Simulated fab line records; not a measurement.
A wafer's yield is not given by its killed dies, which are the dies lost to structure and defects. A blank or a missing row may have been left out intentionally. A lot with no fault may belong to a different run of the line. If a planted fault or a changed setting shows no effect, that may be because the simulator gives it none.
fab line records | flow n5-finfet
record lots=10 wafers=30 last-day=17
route steps=1938 shown WELL_APT@44 PMOS_HMC_CHANNEL_EPI@57 FIN_SAQP@100 BEOL_M4@1111 PASSIVATION@1936
lots that met no fault: taken from a fault-free run of the same line
start-h: start of the lot's first displayed wafer, in hours after the record's first day | wait-h: time in hours since the lot's previous step | " unchanged from the row above | L1.1+2: a single row standing in for several wafers | - no value, or no start was given | * or withheld: withheld | < > ~ a bound
route shown NAME@n: a module of which the file shows steps, and the number in the route of the first | usual: the fault-free wafers' mean and standard deviation | same: alike in all rows | chamber/n: place in a boat | sites: readings site by site | _std_site: the values' standard deviation | _edge_site: mean of outer sites minus mean of inner sites | radius-mm: how far each site lies from the wafer's centre | mask NAME#n: copy n | behind: the tool/chamber that last shaped the wafer | hold: the reason the lot was held/the length of the hold in hours/how it ended | device: the transistor (n, p or np) that didn't switch | end of line: the tests these same wafers got at the end of their route | a step with no rows: only its recipe | killed: not the wafer's yield, but the dies lost to structure and defects at the first sort | map: the dies of a wafer, with x for killed, . for not killed, _ for no die there
set.NAME: the setting as run; set.NAME@STEP: as run at that earlier step | model.NAME: the simulator's own value behind a step, which no gauge read
one table for each step of the route and one row for each wafer, over a sample of lots
services: from which hour (start-h, from the record's first day; less than 0 if before it) a tool's chamber was out of use, for how many hours, and why
## steps
# step N5_WELL_APT_OVL_MEAS_26
# recipe points-per-wafer=44
# usual PWELL_OVL=-4/4.4
# columns lot.wafer tool chamber start-h wait-h PWELL_OVL[nm]
L421.2 overlay-01 0 33.15 0.0 -10
L421.3 " 0 " " 0
L421.5 " 0 " " -7
L422.1 overlay-01 0 39.12 0.0 11
L422.2 " 0 " " 2
L422.3 " 0 " " 2
L423.3 overlay-01 0 45.05 0.0 -3
L423.4 " 0 " " -16
L423.5 " 0 " " -6
L424.2 overlay-02 0 51.46 0.0 -9
L424.3 " 0 " " -2
L424.6 " 0 " " -2
L425.2 overlay-02 0 57.03 0.0 -6
L425.3 " 0 " " -3
L425.4 " 0 " " -7
L426.1 overlay-02 0 62.95 0.0 -9
L426.4 " 0 " " -8
L426.5 " 0 " " -2
L427.1 overlay-01 0 69.06 0.0 -1
L427.5 " 0 " " -6
L427.6 " 0 " " -4
L430.1 overlay-02 0 87.16 0.0 -8
L430.2 " 0 " " -5
L430.4 " 0 " " -8
L439.1 overlay-02 0 141.28 0.0 -2
L439.4 " 0 " " -7
L439.6 " 0 " " -15
L440.3 overlay-02 0 147.35 0.0 -5
L440.5 " 0 " " 2
L440.6 " 0 " " -4
# step N5_WELL_APT_IMPLANT_31
# recipe species=B energy-kev=60 dose-cm2=1.5e+13 tilt-deg=0 rotation-deg=0
# usual beam-energy-keV=59.995/0.019
# columns lot.wafer tool chamber start-h wait-h beam-energy-keV
L421.2 implanter-02 0 33.36 0.1 59.992
L421.3 " 0 " " 59.985
L421.5 " 0 " " 59.983
L422.1 implanter-01 0 39.30 0.1 59.999
L422.2 " 0 " " 59.969
L422.3 " 0 " " 59.998
L423.3 implanter-01 0 45.26 0.1 60.014
L423.4 " 0 " " 60.017
L423.5 " 0 " " 60.014
L424.2 implanter-01 0 51.64 0.1 60.014
L424.3 " 0 " " 59.997
L424.6 " 0 " " 60.033
L425.2 implanter-01 0 57.25 0.1 59.984
L425.3 " 0 " " 59.983
L425.4 " 0 " " 59.983
L426.1 implanter-01 0 63.82 0.1 59.991
L426.4 " 0 " " 59.962
L426.5 " 0 " " 59.976
L427.1 implanter-02 0 69.21 0.1 60.017
L427.5 " 0 " " 59.985
L427.6 " 0 " " 60.024
L430.1 implanter-02 0 87.38 0.1 59.973
L430.2 " 0 " " 59.989
L430.4 " 0 " " 60.013
L439.1 implanter-01 0 141.43 0.1 42.688
L439.4 " 0 " " 42.689
L439.6 " 0 " " 42.667
L440.3 implanter-01 0 147.57 0.1 42.703
L440.5 " 0 " " 42.695
L440.6 " 0 " " 42.697
# step N5_PMOS_HMC_CHANNEL_EPI_HM_DEP_34
# recipe material=SiO2 target-thk-a=360 temp-c=400 precursor=TEOS/O2 pressure-torr=6.5 rf-w=900 teos-flow-sccm=161.4 gas=O2 flow-sccm=2650 time-s=6.9
# usual heater-power-w=546/85 showerhead-plenum-p-Torr=8.34/0.035 throttle-valve-pct=18.4/0.67
# columns lot.wafer tool chamber start-h wait-h heater-power-w showerhead-plenum-p-Torr throttle-valve-pct
L421.2 pecvd-03 1 34.97 0.0 628 8.37 18.8
L421.3 " 0 " " 458 8.31 18.3
L421.5 " 1 " " 622 8.36 18.9
L422.1 pecvd-03 1 40.87 0.0 675 8.34 18.9
L422.2 " 0 " " 586 8.31 18.1
L422.3 " 0 " " 585 8.31 18.5
L423.3 pecvd-03 0 46.83 0.0 555 8.33 18.4
L423.4 " 1 " " 675 8.36 18.9
L423.5 " 1 " " 705 8.34 18.8
L424.2 pecvd-04 2 53.20 0.0 595 8.32 16.8
L424.3 " 1 " " 503 8.39 18.4
L424.6 " 1 " " 488 8.40 18.5
L425.2 pecvd-03 2 58.82 0.0 466 8.28 17.0
L425.3 " 0 " " 563 8.33 18.1
L425.4 " 0 " " 569 8.31 17.9
L426.1 pecvd-01 1 65.59 0.0 645 8.30 19.4
L426.4 " 1 " " 654 8.30 19.7
L426.5 " 2 " " 522 8.36 18.0
L427.1 pecvd-03 0 71.01 0.0 459 8.33 17.9
L427.5 " 1 " " 626 8.34 18.8
L427.6 " 0 " " 456 8.32 18.2
L430.1 pecvd-04 1 89.31 0.0 535 8.40 18.4
L430.2 " 0 " " 467 8.30 19.1
L430.4 " 1 " " 544 8.38 18.2
L439.1 pecvd-04 0 143.25 0.0 431 8.31 18.9
L439.4 " 1 " " 461 8.41 18.3
L439.6 " 2 " " 579 8.33 17.5
L440.3 pecvd-04 0 149.34 0.0 452 8.30 19.0
L440.5 " 0 " " 448 8.31 19.0
L440.6 " 2 " " 655 8.36 17.6
# step N5_FIN_SAQP_PECVD_06
# recipe material=a-Si target-thk-a=600 temp-c=400 precursor=SiH4/He pressure-torr=3 rf-w=100 time-s=48.1
# usual heater-power-w=851/76 showerhead-plenum-p-Torr=5.649/0.03 throttle-valve-pct=17.9/0.8
# columns lot.wafer tool chamber start-h wait-h heater-power-w showerhead-plenum-p-Torr throttle-valve-pct
L421.2 pecvd-03 0 39.86 0.0 824 5.632 17.4
L421.3 " 1 " " 968 5.696 18.6
L421.5 " 1 " " 971 5.674 17.9
L422.1 pecvd-02 0 45.19 0.0 960 5.691 16.7
L422.2 " 2 " " 875 5.620 18.3
L422.3 " 1 " " 771 5.653 18.4
L423.3 pecvd-02 0 50.85 0.0 857 5.673 16.8
L423.4 " 2 " " 854 5.644 18.5
L423.5 " 1 " " 830 5.648 18.4
L424.2 pecvd-02 0 57.28 0.0 819 5.674 16.7
L424.3 " 1 " " 830 5.647 18.7
L424.6 " 2 " " 779 5.643 18.5
L425.2 pecvd-02 0 63.35 0.0 961 5.668 16.5
L425.3 " 1 " " 793 5.660 18.5
L425.4 " 2 " " 834 5.658 18.4
L426.1 pecvd-02 2 70.08 0.0 899 5.649 18.7
L426.4 " 2 " " 875 5.648 18.7
L426.5 " 0 " " 846 5.671 16.9
L427.1 pecvd-02 2 75.50 0.0 944 5.638 18.6
L427.5 " 0 " " 960 5.670 16.9
L427.6 " 2 " " 773 5.648 18.5
L430.1 pecvd-01 1 95.85 0.0 960 5.608 19.0
L430.2 " 2 " " 830 5.677 17.9
L430.4 " 1 " " 975 5.602 18.9
L439.1 pecvd-01 1 147.77 0.0 961 5.598 18.9
L439.4 " 2 " " 835 5.679 17.4
L439.6 " 1 " " 1001 5.605 18.7
L440.3 pecvd-03 0 153.44 0.0 859 5.632 18.1
L440.5 " 0 " " 850 5.642 17.8
L440.6 " 1 " " 926 5.664 18.8
# step N5_BEOL_M4_RC_MEAS_101
# usual DIBL_N=36.2/1.7 DIBL_P=36.6/1.9 IOFF_N=0.16/0.032 IOFF_P=0.21/0.037 ION_N=675/12 ION_P=460/8.1 RS_PWELL=3015/21 SS_N=71.4/0.58 SS_P=73.4/0.64 VT_N=249/3.2 VT_P=-252/3.4
# columns lot.wafer tool chamber start-h wait-h DIBL_N[mV/V] DIBL_P[mV/V] IOFF_N[nA/um] IOFF_P[nA/um] ION_N[uA/um] ION_P[uA/um] RS_PWELL[ohm/sq] SS_N[mV/dec] SS_P[mV/dec] VT_N[mV] VT_P[mV]
L421.2 prober-02 0 183.29 0.2 38.1 38.5 0.19 0.23 682 462 3040 72.5 73.5 248 -250
L421.3 " 0 " " 34.9 35.8 0.14 0.19 657 450 3011 71.9 72.8 253 -253
L421.5 " 0 " " 36.7 37.3 0.17 0.21 676 462 3046 71.4 73.5 250 -253
L422.1 prober-02 0 192.76 0.0 37.4 37.4 0.19 0.21 688 468 3044 71.5 73.3 247 -251
L422.2 " 0 " " 35.3 34.8 0.14 0.17 669 454 3008 71.3 73.3 253 -255
L422.3 " 0 " " 36.7 36.8 0.18 0.20 664 457 3053 72.4 73.7 249 -252
L423.3 prober-02 0 194.52 0.3 37.4 38.4 0.18 0.23 679 467 2985 71.6 74.6 249 -246
L423.4 " 0 " " 34.8 34.5 0.13 0.16 674 461 3002 70.8 73.0 251 -251
L423.5 " 0 " " 35.5 35.5 0.15 0.18 671 458 2998 70.8 73.6 251 -253
L424.2 prober-02 0 200.25 0.2 35.1 35.8 0.15 0.20 688 470 3031 71.5 73.1 249 -250
L424.3 " 0 " " 34.4 34.5 0.14 0.19 674 460 3019 71.0 72.3 246 -252
L424.6 " 0 " " 36.1 37.2 0.18 0.23 681 468 3044 71.5 73.6 246 -248
L426.1 prober-01 0 203.10 0.0 39.4 39.6 0.27 0.30 700 471 3024 72.8 74.4 242 -245
L426.4 " 0 " " 39.1 39.7 0.25 0.30 697 473 3028 71.7 74.9 241 -244
L426.5 " 0 " " 38.0 38.2 0.23 0.27 697 471 3012 71.8 73.8 242 -250
L425.2 prober-02 0 203.56 0.2 36.8 38.0 0.17 0.21 669 454 3012 72.3 73.7 248 -254
L425.3 " 0 " " 35.1 37.1 0.14 0.18 669 451 2986 71.1 72.7 251 -251
L425.4 " 0 " " 36.4 37.7 0.16 0.20 672 450 2989 71.1 73.2 246 -253
L427.1 prober-02 0 208.18 0.0 35.6 36.2 0.16 0.19 684 463 3002 71.6 73.1 248 -250
L427.5 " 0 " " 33.9 33.8 0.12 0.15 671 455 3007 71.2 73.2 253 -254
L427.6 " 0 " " 34.7 35.1 0.14 0.17 676 463 3020 71.1 73.2 249 -253
L430.1 prober-02 0 242.03 0.0 34.1 33.4 0.13 0.16 667 456 2982 70.7 72.5 249 -254
L430.2 " 0 " " 35.5 35.1 0.15 0.18 677 463 3003 71.3 73.8 253 -253
L430.4 " 0 " " 35.3 35.6 0.15 0.18 671 461 2987 71.5 73.5 252 -254
L439.1 prober-02 0 290.30 0.0 35.9 35.2 0.16 0.22 677 469 3514 70.8 73.1 249 -249
L439.4 " 0 " " 37.7 37.2 0.18 0.24 697 471 3504 71.9 73.8 247 -246
L439.6 " 0 " " 37.8 37.0 0.19 0.25 692 472 3483 71.6 73.7 248 -247
L440.3 prober-01 0 295.63 0.3 38.3 39.7 0.20 0.26 692 470 3517 71.9 74.3 247 -247
L440.5 " 0 " " 37.1 37.1 0.18 0.22 681 466 3496 71.8 74.0 248 -251
L440.6 " 0 " " 36.4 36.0 0.17 0.21 682 466 3492 71.2 73.5 248 -250
# step N5_PASSIVATION_PROBE_49
# usual defect-limited-yield=91.3/1.5 killed_at_M0_to_M3=35/10 killed_at_M4_up=12/4.6 killed-at-contacts=13/6.6 killed-at-front-end=39/11 killed-at-other=4/3.4 killed-dies=103/17 killed-open=67/13 killed-short=35/8.2 sort_bin_5_function=5.1/0.94 sort_bin_6_memory=3.2/0.7 sort-n-pass=1077/17 sort-yield-pct=91.3/1.5
# same gross-dies=1180 killed-at-back-side=0 sort_bin_4_leakage[%]=0 sort_bin_8_speed[%]=0
# columns lot.wafer tool chamber start-h wait-h defect-limited-yield[%] killed_at_M0_to_M3 killed_at_M4_up killed-at-contacts killed-at-front-end killed-at-other killed-dies killed-open killed-short sort_bin_5_function[%] sort_bin_6_memory[%] sort-n-pass sort-yield-pct[%]
L427.1 prober-02 - 306.82 0.0 92.8 16 21 14 32 2 85 60 24 4.7 2.4 1095 92.8
L427.5 prober-02 - 307.02 0.2 90.9 27 30 19 27 4 107 70 37 5.3 3.4 1073 90.9
L427.6 prober-02 - 307.07 0.3 89.2 33 23 26 45 0 127 92 34 6.1 4.3 1053 89.2
L440.3 prober-02 - 397.45 0.1 91.4 36 20 9 30 6 101 65 33 5.2 3.1 1079 91.4
L440.5 prober-02 - 397.55 0.2 90.8 36 14 14 42 3 109 65 44 5.5 3.4 1071 90.8
L440.6 prober-02 - 397.60 0.3 88.9 38 15 22 43 13 131 85 43 6.9 3.9 1049 88.9
# killed by level:class
L427.1 FIN_SAQP:geometric-particle:open=12 MOL_CONTACT_COAG:geometric-particle:open=11 BEOL_M4:geometric-particle:open=11 BEOL_M3:geometric-particle:open=5 GATE_CUT:geometric-particle:short=4 BEOL_M1:geometric-particle:open=4 BEOL_M5:geometric-particle:short=4 FIN_SAQP:geometric-particle:short=3
L427.5 BEOL_M4:geometric-particle:open=19 MOL_CONTACT_COAG:geometric-particle:open=14 BEOL_M0_SAQP:geometric-particle:short=8 BEOL_M3:geometric-particle:open=7 DUMMY_GATE:geometric-particle:open=6 STI_FIN_REVEAL:geometric-particle:open=5 DUMMY_GATE:geometric-particle:short=5 MOL_CONTACT_COAG:geometric-particle:short=5
L427.6 MOL_CONTACT_COAG:geometric-particle:open=21 FIN_SAQP:geometric-particle:open=13 BEOL_M0_SAQP:geometric-particle:open=10 BEOL_M3:geometric-particle:open=9 FIN_SAQP:geometric-particle:short=8 BEOL_M4:geometric-particle:open=8 BEOL_M1:geometric-particle:open=6 STI_FIN_REVEAL:geometric-particle:open=5
L440.3 BEOL_M2:geometric-particle:open=15 GATE_CUT:geometric-particle:short=7 MOL_CONTACT_COAG:geometric-particle:open=7 FIN_SAQP:geometric-particle:open=6 DUMMY_GATE:geometric-particle:open=6 BEOL_M0_SAQP:geometric-particle:open=6 BEOL_M0_SAQP:geometric-particle:short=5 BEOL_M8:geometric-particle:open=5
L440.5 GATE_CUT:geometric-particle:short=12 BEOL_M4:geometric-particle:open=12 MOL_CONTACT_COAG:geometric-particle:open=9 BEOL_M0_SAQP:geometric-particle:short=9 DUMMY_GATE:geometric-particle:open=7 BEOL_M0_SAQP:geometric-particle:open=6 BEOL_M2:geometric-particle:open=6 MOL_CONTACT_COAG:geometric-particle:short=5
L440.6 MOL_CONTACT_COAG:geometric-particle:open=15 FIN_SAQP:geometric-particle:open=12 BEOL_M0_SAQP:geometric-particle:open=11 GATE_CUT:geometric-particle:short=8 BEOL_M0_SAQP:geometric-particle:short=8 MOL_CONTACT_COAG:geometric-particle:short=7 BEOL_M1:geometric-particle:open=7 DUMMY_GATE:geometric-particle:open=6
## services
# columns tool chamber start-h hours kind
pecvd-04 - 16.51 12.7 repair
pecvd-03 2 21.20 - clean
pecvd-03 2 21.20 - consumable-replace:showerhead
pecvd-03 2 21.20 29.0 scheduled-down
pecvd-03 2 21.20 29.0 vent-cycle
pecvd-02 - 59.95 2.8 pm
pecvd-03 0 64.13 2.1 scheduled-down
implanter-01 - 64.18 3.5 pm
pecvd-02 2 64.99 2.1 scheduled-down
pecvd-03 2 67.09 6.4 repair
implanter-01 - 69.04 57.5 pm
pecvd-02 1 71.24 5.0 scheduled-down
implanter-02 - 72.43 0.6 repair
pecvd-04 2 80.49 10.2 repair
pecvd-02 - 83.73 1.5 repair
pecvd-01 - 107.81 14.6 pm
pecvd-04 1 121.37 3.7 repair
implanter-02 - 126.55 23.9 pm
implanter-01 - 127.65 5.0 repair
implanter-01 - 138.11 2.0 repair
## key
first-sign step=N5_WELL_APT_IMPLANT_31 reading=beam-energy-keV direction=down sigmas=99+ usual=59.995 struck=42.690
effect step=N5_BEOL_M4_RC_MEAS_101 reading=RS_PWELL direction=up sigmas=23 usual=3015 struck=3501
met-at N5_WELL_APT_IMPLANT_31
struck-lots L439,L440
not-acting-at N5_WELL_APT_OVL_MEAS_26,N5_PMOS_HMC_CHANNEL_EPI_HM_DEP_34,N5_FIN_SAQP_PECVD_06
onset-between 63.82 141.43
fault kind=process-parameter-drift tool=implanter-01 chamber=- onset-h=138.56 steps=N5_WELL_APT_IMPLANT_31 channel=energy-kev offset=-17.324 shape=step end-h=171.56 acts-in=these-recipes-only stated=60
